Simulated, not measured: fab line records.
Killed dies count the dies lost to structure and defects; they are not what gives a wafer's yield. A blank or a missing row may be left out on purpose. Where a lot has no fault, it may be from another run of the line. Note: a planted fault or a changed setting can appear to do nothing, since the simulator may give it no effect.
2 desks, one fault -- flow nand harc -- each desk holds nothing but its own numbers, with what lay behind them at the end

## METROLOGY DESK
What the gauges read, lot by lot, whatever tool the lot ran on: means of the sampled wafers that have a number. Any lot whose mean is over 4 standard deviations away from the usual mean is out of limits and marked OUT; that distance is given in the brackets.
Columns: A = cd nm at NHARC_P_M1_CD_MEAS_09, usual 130.1 nm; B = overlay x nm at NHARC_P_M1_OVL_MEAS_10, usual 0.1 nm; C = overlay y nm at NHARC_P_M1_OVL_MEAS_10, usual 0.1 nm; D = cd nm at NHARC_P_M1_CD_MEAS_16, usual 130.4 nm
lot,first seen here,A,B,C,D
L389,day 7 03:02,130.6,0.4,1.0,131.3
L396,day 10 01:41,130.7,0.5,-0.1,131.2
L407,day 14 18:13,130.4,-1.0,-1.5,131.2
L408,day 15 03:45,128.9,-2.1,0.8,129.5
L409,day 15 04:02,130.6,-0.3,0.4,131.1
L410,day 15 17:41,129.7,1.0,-0.2,130.4
This desk found nothing out of limits on any of the 6 lots.

## THE DEFECT DESK
Counts from the inspections along the route, per lot, as means over the sampled wafers that have a number. Any lot whose mean is over 4 standard deviations away from the usual mean is out of limits and marked OUT; that distance is given in the brackets.
Columns: A = raw defect count at NHARC_P_M0_INSPECT_27, usual 286; B = raw defect count at NHARC_P_M1_INSPECT_11, usual 4.5
lot,first seen here,A,B
L389,day 7 01:38,267,3.7
L396,day 10 00:19,266,3.0
L407,day 14 16:50,229,4.3
L408,day 15 02:13,206,3.3
L409,day 15 02:39,342,3.3
L410,day 15 16:17,345,3.3
This desk found nothing out of limits on any of the 6 lots.

## TAKEN TOGETHER
At the metrology desk, nothing out of limits was observed.
Nothing out of limits was seen by the defect desk.

## WHAT WAS PUT IN BY THE SIMULATOR
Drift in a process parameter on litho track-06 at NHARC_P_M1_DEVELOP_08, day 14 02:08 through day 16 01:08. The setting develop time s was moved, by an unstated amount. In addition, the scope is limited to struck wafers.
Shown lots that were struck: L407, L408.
